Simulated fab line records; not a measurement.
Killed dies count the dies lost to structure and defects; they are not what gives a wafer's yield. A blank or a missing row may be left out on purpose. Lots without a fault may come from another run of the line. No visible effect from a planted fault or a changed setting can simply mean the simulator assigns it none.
Matching of chambers | flow n5-finfet | 3 sister chambers for N5_BEOL_M9_CURE_71 on uv-cure-01
The step cures SiCOH lowk, time 240 s. 20 wafers are shown with their chamber, then 10 later ones without.

WAFERS WITH THEIR CHAMBER
wafer  | chamber | wafer_temp_C_max | lamp-power-pct (%)
L079.1 | 1       | 387.2            | 52.38
L079.2 | 1       | 386.9            | 52.28
L079.3 | 1       | 386.7            | 52.35
L079.4 | 1       | 386.9            | 52.27
L079.5 | 1       | 386.5            | 52.31
L079.6 | 1       | 386.1            | 52.31
L080.2 | 0       | 386.6            | 52.32
L080.3 | 0       | 388.0            | 52.33
L080.6 | 0       | 387.1            | 52.35
L086.2 | 2       | 387.0            | 52.37
L086.4 | 2       | 387.2            | 52.40
L086.5 | 2       | 386.9            | 52.32
L087.1 | 0       | 387.5            | 52.35
L087.5 | 0       | 387.3            | 52.33
L087.6 | 0       | 386.9            | 52.24
L087.2 | 0       | 387.7            | 52.36
L087.3 | 0       | 387.3            | 52.29
L087.4 | 0       | 387.1            | 52.28
L089.1 | 1       | 386.5            | 52.28
L089.3 | 1       | 387.3            | 52.38

SIGNATURES, as means of the wafers listed above
reading          | chamber 0 | chamber 1 | chamber 2 | scatter within a chamber
wafer_temp_C_max | 387.278   | 386.762   | 387.033   | 0.388
lamp-power-pct   | 52.3167   | 52.3200   | 52.3633   | 0.0418
Rule: for each reading, subtract the chamber's mean from the wafer's reading, divide by that reading's scatter and square the result; add these up over the readings and take the root, which gives the wafer's distance from the chamber. The wafer belongs to the nearest chamber; if the next one is less than 2 further off, it can't be placed. The scatter: take each reading less its chamber's mean, square it, sum over the shown wafers, divide by the number of wafers less the number of chambers, and take the root.

WAFERS MISSING THEIR CHAMBER
wafer  | wafer_temp_C_max | lamp-power-pct (%)
L089.4 | 386.4            | 52.33
L089.2 | 387.3            | 52.23
L089.5 | 386.5            | 52.29
L089.6 | 386.7            | 52.35
L091.2 | 388.4            | 52.43
L091.5 | 387.3            | 52.32
L091.6 | 387.5            | 52.27
L094.2 | 387.3            | 52.28
L094.3 | 387.1            | 52.36
L094.5 | 387.2            | 52.34

EACH ONE'S CHAMBER
wafer  | from the rows above          | in truth
L089.4 | can't be placed: 1 or 2 or 0 | 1
L089.2 | can't be placed: 0 or 1 or 2 | 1
L089.5 | can't be placed: 1 or 0 or 2 | 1
L089.6 | can't be placed: 1 or 2 or 0 | 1
L091.2 | can't be placed: 2 or 0 or 1 | 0
L091.5 | can't be placed: 0 or 2 or 1 | 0
L091.6 | can't be placed: 0 or 1 or 2 | 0
L094.2 | can't be placed: 0 or 1 or 2 | 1
L094.3 | can't be placed: 2 or 0 or 1 | 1
L094.5 | can't be placed: 0 or 2 or 1 | 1
0 of 10 placed correctly. Cannot be placed on the basis of these rows: 10; the candidates contain the true chamber in 10. 0 placed wrongly.
